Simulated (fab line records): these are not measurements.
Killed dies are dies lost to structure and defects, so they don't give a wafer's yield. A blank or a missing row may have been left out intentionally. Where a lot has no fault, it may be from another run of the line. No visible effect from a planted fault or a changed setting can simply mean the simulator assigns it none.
Chamber matching | flow n5Finfet | N5_BEOL_M0_ETCH_138 on rieDiel-02: 4 sister chambers
The step etches SiCN in CH3F/O2, target depth 12 nm, time 31.6 s. 4 wafers are shown with their chamber, then 7 later ones without.

## EACH WAFER AND ITS CHAMBER
wafer  | chamber | drypumpMotorCurrentA (A)
L081.2 | 3       | 5.8
L088.5 | 0       | 5.5
L090.1 | 1       | 6.5
L090.2 | 2       | 6.1

## WAFERS MISSING THEIR CHAMBER
wafer  | drypumpMotorCurrentA (A)
L090.3 | 5.5
L091.3 | 5.5
L091.4 | 6.5
L091.6 | 6.5
L093.1 | 6.5
L093.4 | 5.5
L093.6 | 5.9

## WHICH CHAMBER EACH WENT THROUGH
wafer  | from the rows above | in truth
L090.3 | 0                   | 0
L091.3 | 0                   | 0
L091.4 | 1                   | 1
L091.6 | 1                   | 1
L093.1 | 1                   | 1
L093.4 | 0                   | 0
L093.6 | 3                   | 3
7 of 7 placed correctly. Can't be placed from these rows: 0. Number placed wrongly: 0.
How it was worked out, from the rows above alone: a wafer's distance from a chamber is the root of the sum, over the readings, of the square of ((its reading less the chamber's mean) divided by the reading's scatter). If the next closest chamber is less than 2 further off than the closest, the wafer can't be placed; otherwise it belongs to the closest. For every chamber, the mean is computed from those of its wafers that are shown. The scatter (one wafer shown for each chamber): square how far every hidden wafer sits from the nearest shown wafer, average those squares and take the square root.
